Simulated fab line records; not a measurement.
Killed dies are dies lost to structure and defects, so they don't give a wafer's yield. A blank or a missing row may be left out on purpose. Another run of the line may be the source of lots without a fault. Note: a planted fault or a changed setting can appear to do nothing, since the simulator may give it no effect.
Matching of chambers    flow nand_harc    rie_diel-11 running NHARC_P_GATE_DESCUM_93: 4 sister chambers
The step chemistry O2, time 3 s. 20 wafers are shown with their chamber, then 10 later ones without.

## WAFERS PAIRED WITH THEIR CHAMBERS
wafer   chamber  showerhead_plenum_p_Torr (Torr)  drypump_motor_current_A (A)  oes_product_au (a.u.)
L075.1  0        1.91                             5.3                          1.011
L075.3  1        1.88                             6.1                          1.025
L075.4  2        2.04                             6.4                          1.013
L077.3  2        2.04                             6.4                          1.008
L077.5  2        2.04                             6.4                          1.008
L077.6  3        2.07                             5.5                          1.000
L085.1  2        2.04                             6.4                          1.021
L085.2  0        1.91                             5.3                          0.993
L085.3  1        1.87                             6.2                          1.023
L085.4  3        2.07                             5.4                          1.000
L085.5  2        2.04                             6.4                          1.015
L085.6  1        1.87                             6.2                          1.022
L090.2  2        2.04                             6.4                          1.020
L090.3  3        2.07                             5.5                          0.996
L090.6  3        2.07                             5.5                          0.998
L090.1  1        1.87                             6.1                          1.012
L090.4  0        1.91                             5.3                          0.995
L090.5  2        2.04                             6.3                          1.027
L096.1  1        1.87                             6.2                          0.998
L096.4  3        2.06                             5.5                          0.982

SIGNATURES (averages over the wafers above)
reading                   chamber 0  chamber 1  chamber 2  chamber 3  scatter within a chamber
showerhead_plenum_p_Torr  1.9100     1.8720     2.0400     2.0680     0.00316
drypump_motor_current_A   5.300      6.160      6.386      5.480      0.0423
oes_product_au            0.99967    1.01600    1.01600    0.99520    0.00877
Rule: a wafer's distance from a chamber is the root of the sum, over the readings, of the square of ((its reading less the chamber's mean) divided by the reading's scatter). The wafer belongs to the nearest chamber; if the next one is less than 2 further off, it can't be placed. How the scatter is found: for the shown wafers, subtract from each reading the mean of its chamber, square and add these, divide the total by (wafers less chambers), then take the root.

## WAFERS WITH NO CHAMBER GIVEN
wafer   showerhead_plenum_p_Torr (Torr)  drypump_motor_current_A (A)  oes_product_au (a.u.)
L096.5  2.03                             6.4                          1.009
L096.2  2.04                             6.4                          1.009
L096.3  1.91                             5.3                          0.997
L096.6  1.87                             6.2                          0.994
L097.2  1.91                             5.3                          1.007
L097.4  1.87                             6.1                          1.008
L097.6  1.91                             5.3                          1.010
L097.1  2.03                             6.4                          1.019
L097.3  2.06                             5.5                          1.005
L097.5  1.87                             6.1                          1.002

## THE CHAMBER EACH PASSED THROUGH
wafer   from the rows above  in truth
L096.5  2                    2
L096.2  2                    2
L096.3  0                    0
L096.6  1                    1
L097.2  0                    0
L097.4  1                    1
L097.6  0                    0
L097.1  2                    2
L097.3  3                    3
L097.5  1                    1
10 of 10 placed correctly. Number that these rows cannot place: 0. Number placed wrongly: 0.
